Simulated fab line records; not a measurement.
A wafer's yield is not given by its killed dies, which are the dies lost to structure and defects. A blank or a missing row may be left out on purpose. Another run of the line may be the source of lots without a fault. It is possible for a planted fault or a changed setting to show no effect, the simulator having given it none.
Matching of chambers / flow n5Finfet / 4 sister chambers for N5_BEOL_M10_STRIP_36 on rieDiel-02
The step strips in N2/H2. 20 wafers are shown with their chamber, then 10 later ones without.

## WAFERS WITH THEIR CHAMBER
wafer=L074.1; chamber=3; drypumpMotorCurrentA (A)=5.4; showerheadPlenumPTorr (Torr)=2.56; throttleValvePct (%)=23.33
wafer=L074.2; chamber=1; drypumpMotorCurrentA (A)=5.0; showerheadPlenumPTorr (Torr)=2.58; throttleValvePct (%)=23.27
wafer=L074.3; chamber=2; drypumpMotorCurrentA (A)=5.9; showerheadPlenumPTorr (Torr)=2.63; throttleValvePct (%)=23.69
wafer=L074.4; chamber=0; drypumpMotorCurrentA (A)=5.7; showerheadPlenumPTorr (Torr)=2.43; throttleValvePct (%)=24.08
wafer=L074.5; chamber=1; drypumpMotorCurrentA (A)=5.0; showerheadPlenumPTorr (Torr)=2.58; throttleValvePct (%)=23.30
wafer=L074.6; chamber=0; drypumpMotorCurrentA (A)=5.7; showerheadPlenumPTorr (Torr)=2.43; throttleValvePct (%)=24.09
wafer=L081.1; chamber=0; drypumpMotorCurrentA (A)=5.7; showerheadPlenumPTorr (Torr)=2.42; throttleValvePct (%)=24.14
wafer=L081.2; chamber=2; drypumpMotorCurrentA (A)=5.9; showerheadPlenumPTorr (Torr)=2.63; throttleValvePct (%)=23.70
wafer=L081.3; chamber=1; drypumpMotorCurrentA (A)=5.0; showerheadPlenumPTorr (Torr)=2.57; throttleValvePct (%)=23.28
wafer=L081.4; chamber=3; drypumpMotorCurrentA (A)=5.4; showerheadPlenumPTorr (Torr)=2.56; throttleValvePct (%)=23.35
wafer=L081.5; chamber=0; drypumpMotorCurrentA (A)=5.7; showerheadPlenumPTorr (Torr)=2.42; throttleValvePct (%)=24.15
wafer=L081.6; chamber=1; drypumpMotorCurrentA (A)=5.0; showerheadPlenumPTorr (Torr)=2.57; throttleValvePct (%)=23.29
wafer=L084.1; chamber=2; drypumpMotorCurrentA (A)=5.9; showerheadPlenumPTorr (Torr)=2.62; throttleValvePct (%)=23.73
wafer=L084.5; chamber=0; drypumpMotorCurrentA (A)=5.6; showerheadPlenumPTorr (Torr)=2.42; throttleValvePct (%)=24.16
wafer=L084.6; chamber=3; drypumpMotorCurrentA (A)=5.4; showerheadPlenumPTorr (Torr)=2.55; throttleValvePct (%)=23.38
wafer=L086.1; chamber=1; drypumpMotorCurrentA (A)=4.9; showerheadPlenumPTorr (Torr)=2.56; throttleValvePct (%)=23.33
wafer=L086.2; chamber=0; drypumpMotorCurrentA (A)=5.7; showerheadPlenumPTorr (Torr)=2.42; throttleValvePct (%)=24.17
wafer=L086.4; chamber=2; drypumpMotorCurrentA (A)=5.9; showerheadPlenumPTorr (Torr)=2.62; throttleValvePct (%)=23.72
wafer=L087.1; chamber=0; drypumpMotorCurrentA (A)=5.7; showerheadPlenumPTorr (Torr)=2.42; throttleValvePct (%)=24.16
wafer=L087.2; chamber=3; drypumpMotorCurrentA (A)=5.4; showerheadPlenumPTorr (Torr)=2.55; throttleValvePct (%)=23.42

SIGNATURES (means of the wafers above)
reading=drypumpMotorCurrentA; chamber 0=5.686; chamber 1=4.980; chamber 2=5.900; chamber 3=5.400; scatter within a chamber=0.0322
reading=showerheadPlenumPTorr; chamber 0=2.4229; chamber 1=2.5720; chamber 2=2.6250; chamber 3=2.5550; scatter within a chamber=0.00624
reading=throttleValvePct; chamber 0=24.1357; chamber 1=23.2940; chamber 2=23.7100; chamber 3=23.3700; scatter within a chamber=0.0311
Rule: a wafer lies at a distance from a chamber equal to the root of the sum of squares, over the readings, of (its reading less the chamber's mean, divided by the reading's scatter). The wafer belongs to the nearest chamber; if the next one is less than 2 further off, it can't be placed. The scatter is the square root of a quotient: the sum, over the shown wafers, of each reading's squared deviation from its chamber's mean, divided by wafers minus chambers.

## WAFERS WITH NO CHAMBER GIVEN
wafer=L087.6; drypumpMotorCurrentA (A)=5.0; showerheadPlenumPTorr (Torr)=2.57; throttleValvePct (%)=23.34
wafer=L091.1; drypumpMotorCurrentA (A)=5.7; showerheadPlenumPTorr (Torr)=2.41; throttleValvePct (%)=24.16
wafer=L091.3; drypumpMotorCurrentA (A)=5.9; showerheadPlenumPTorr (Torr)=2.62; throttleValvePct (%)=23.78
wafer=L091.4; drypumpMotorCurrentA (A)=5.9; showerheadPlenumPTorr (Torr)=2.62; throttleValvePct (%)=23.75
wafer=L093.1; drypumpMotorCurrentA (A)=5.4; showerheadPlenumPTorr (Torr)=2.55; throttleValvePct (%)=23.44
wafer=L093.2; drypumpMotorCurrentA (A)=5.7; showerheadPlenumPTorr (Torr)=2.41; throttleValvePct (%)=24.21
wafer=L093.3; drypumpMotorCurrentA (A)=5.0; showerheadPlenumPTorr (Torr)=2.56; throttleValvePct (%)=23.35
wafer=L096.1; drypumpMotorCurrentA (A)=5.6; showerheadPlenumPTorr (Torr)=2.41; throttleValvePct (%)=24.16
wafer=L096.2; drypumpMotorCurrentA (A)=5.0; showerheadPlenumPTorr (Torr)=2.56; throttleValvePct (%)=23.38
wafer=L096.4; drypumpMotorCurrentA (A)=5.4; showerheadPlenumPTorr (Torr)=2.54; throttleValvePct (%)=23.44

## WHICH CHAMBER EACH WENT THROUGH
wafer=L087.6; from the rows above=1; in truth=1
wafer=L091.1; from the rows above=0; in truth=0
wafer=L091.3; from the rows above=2; in truth=2
wafer=L091.4; from the rows above=2; in truth=2
wafer=L093.1; from the rows above=3; in truth=3
wafer=L093.2; from the rows above=0; in truth=0
wafer=L093.3; from the rows above=1; in truth=1
wafer=L096.1; from the rows above=0; in truth=0
wafer=L096.2; from the rows above=1; in truth=1
wafer=L096.4; from the rows above=3; in truth=3
Correct placement for 10 of the 10. Number that these rows cannot place: 0. Placed wrongly: 0.
